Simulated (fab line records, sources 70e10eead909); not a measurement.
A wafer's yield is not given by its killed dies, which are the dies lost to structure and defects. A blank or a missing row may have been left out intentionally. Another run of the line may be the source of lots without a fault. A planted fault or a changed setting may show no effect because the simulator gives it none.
Matching of chambers || flow nandHarc || NHARC_A_STAIRCASE_DESCUM_312 on rieDiel-04: 4 sister chambers
The step chemistry O2, time 3 s. 8 wafers are shown with their chamber, then 8 later ones without.

WAFERS WITH THEIR CHAMBER
{"wafer": "L076.1", "chamber": 1, "drypumpMotorCurrentA (A)": 5.3, "showerheadPlenumPTorr (Torr)": 2.03}
{"wafer": "L080.1", "chamber": 3, "drypumpMotorCurrentA (A)": 6.4, "showerheadPlenumPTorr (Torr)": 1.86}
{"wafer": "L080.2", "chamber": 0, "drypumpMotorCurrentA (A)": 5.2, "showerheadPlenumPTorr (Torr)": 1.94}
{"wafer": "L080.3", "chamber": 2, "drypumpMotorCurrentA (A)": 5.6, "showerheadPlenumPTorr (Torr)": 1.95}
{"wafer": "L079.1", "chamber": 0, "drypumpMotorCurrentA (A)": 5.2, "showerheadPlenumPTorr (Torr)": 1.94}
{"wafer": "L079.2", "chamber": 1, "drypumpMotorCurrentA (A)": 5.3, "showerheadPlenumPTorr (Torr)": 2.03}
{"wafer": "L079.4", "chamber": 2, "drypumpMotorCurrentA (A)": 5.7, "showerheadPlenumPTorr (Torr)": 1.94}
{"wafer": "L084.1", "chamber": 3, "drypumpMotorCurrentA (A)": 6.5, "showerheadPlenumPTorr (Torr)": 1.86}

WAFERS WITHOUT THEIR CHAMBER
{"wafer": "L084.2", "drypumpMotorCurrentA (A)": 5.2, "showerheadPlenumPTorr (Torr)": 1.94}
{"wafer": "L084.4", "drypumpMotorCurrentA (A)": 5.3, "showerheadPlenumPTorr (Torr)": 2.02}
{"wafer": "L085.1", "drypumpMotorCurrentA (A)": 5.3, "showerheadPlenumPTorr (Torr)": 2.02}
{"wafer": "L085.4", "drypumpMotorCurrentA (A)": 5.6, "showerheadPlenumPTorr (Torr)": 1.94}
{"wafer": "L085.6", "drypumpMotorCurrentA (A)": 5.3, "showerheadPlenumPTorr (Torr)": 2.02}
{"wafer": "L096.1", "drypumpMotorCurrentA (A)": 5.3, "showerheadPlenumPTorr (Torr)": 2.01}
{"wafer": "L096.2", "drypumpMotorCurrentA (A)": 5.6, "showerheadPlenumPTorr (Torr)": 1.93}
{"wafer": "L096.3", "drypumpMotorCurrentA (A)": 6.4, "showerheadPlenumPTorr (Torr)": 1.85}

WHICH CHAMBER EACH WENT THROUGH
{"wafer": "L084.2", "from the rows above": 0, "in truth": 0}
{"wafer": "L084.4", "from the rows above": 1, "in truth": 1}
{"wafer": "L085.1", "from the rows above": 1, "in truth": 1}
{"wafer": "L085.4", "from the rows above": 2, "in truth": 2}
{"wafer": "L085.6", "from the rows above": 1, "in truth": 1}
{"wafer": "L096.1", "from the rows above": 1, "in truth": 1}
{"wafer": "L096.2", "from the rows above": 2, "in truth": 2}
{"wafer": "L096.3", "from the rows above": 3, "in truth": 3}
8 of 8 placed correctly. Left unplaced by these rows: 0. 0 placed wrongly.
How it was worked out, from the rows above alone: a wafer's distance from a chamber is the root of the sum, over the readings, of the square of ((its reading less the chamber's mean) divided by the reading's scatter). If the next closest chamber is less than 2 further off than the closest, the wafer can't be placed; otherwise it belongs to the closest. For every chamber, the mean is computed from those of its wafers that are shown. The scatter is the square root of a quotient: the sum, over the shown wafers, of each reading's squared deviation from its chamber's mean, divided by wafers minus chambers.
